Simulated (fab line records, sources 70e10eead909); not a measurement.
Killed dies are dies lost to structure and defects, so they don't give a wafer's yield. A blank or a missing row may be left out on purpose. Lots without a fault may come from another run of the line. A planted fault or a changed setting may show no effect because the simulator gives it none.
Problem report in the 8D (eight disciplines) form, filled by code | flow nand_harc | the parts of the form that need people (team, actions taken, sign-off) are left out

1. THE PROBLEM
cd_nm at NHARC_P_M0_CD_MEAS_09 reads a mean of 106.7 nm on 6 wafers of 2 lots; wafers without a fault read 90.4 nm with a standard deviation of 0.77. That is +21 standard deviations from the usual mean.
The step: target cd 90 nm.
First seen on wafer L992.2, day 7 20:28, on cd_sem-03. The record holds 36 wafers of 12 lots with a number at this step. Rule for "out", or "out of limits": more than 4 standard deviations from the usual mean. The other wafers with a number count as sound.

2. WHAT IT IS AND WHAT IT IS NOT
question                    | is                     | is not
which readings at this step | cd_nm                  | -
which lots                  | L992, L995             | L103, L105, L106, L107, L109, L110, L988, L989, L990, L998
which wafers of those lots  | all that have a number | -
read on which gauges        | cd_sem-02, cd_sem-03   | cd_sem-01
when                        | from day 7 20:28       | up to then (9 sound wafers); but 21 sound wafers of L103, L105, L106, L107, L109, L110, L998 came after

3. SUSPECTS, AND WHAT RULES EACH OUT
Counting: a tool at a process step up to the reading stays a suspect if it ran every lot that is out and no sound lot after the first of them.
- the gauge at NHARC_P_M0_CD_MEAS_09: ruled out. The wafers that are out were read on 2 gauges (cd_sem-02, cd_sem-03).
- litho_track-01 at NHARC_P_M0_PEB_07 (peb time 65 s): kept. It ran every lot that is out, first L992 (day 7 20:23), and no sound lot after that; its last sound lot up to then is L990 (day 7 01:15). Its own readings are out on those wafers: heater_power_total_W, plate_temp_C.
Left after counting: litho_track-01 at NHARC_P_M0_PEB_07.

4. THE CAUSE (what the simulator had put in)
Process parameter drift: litho_track-01, from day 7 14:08 on, at NHARC_P_M0_PEB_07. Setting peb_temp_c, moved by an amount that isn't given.
Counting left only this tool.

5. THE CHAIN OF EFFECTS, in route order
Each row: a reading whose mean over the struck wafers that have a number lies more than 3 standard deviations from the usual. Only readings for which the record gives a usual standard deviation are gone through. hours: the time from each lot's start at the first step in this table that gives one to its start at this step, as a median over the lots. sigmas: the change in usual standard deviations.
hours | step                  | reading              | usual    | on struck wafers | change | sigmas
0     | NHARC_P_M0_PEB_07     | heater_power_total_W | 156.6 W  | 167.7            | +11.1  | +26
0     | NHARC_P_M0_PEB_07     | plate_temp_C         | 100.02 C | 105.15           | +5.13  | +39
0     | NHARC_P_M0_CD_MEAS_09 | cd_nm                | 90.4 nm  | 106.7            | +16.2  | +21
The process steps in it:
- NHARC_P_M0_PEB_07: peb time 65 s.

6. WHAT WOULD HAVE CAUGHT IT SOONER
In this record the first reading out of limits at a measuring or inspecting step was taken at day 7 20:28, 6 hours after the fault began at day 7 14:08.
The tool's own readings at NHARC_P_M0_PEB_07 were out on every struck wafer that the step has a row for (heater_power_total_W, plate_temp_C): an alarm limit on them would have fired on the first of those.
Of the lots that are out (2), L995 began NHARC_P_M0_PEB_07 on litho_track-01 after day 7 20:28. A hold on the tool at that time would have spared it.
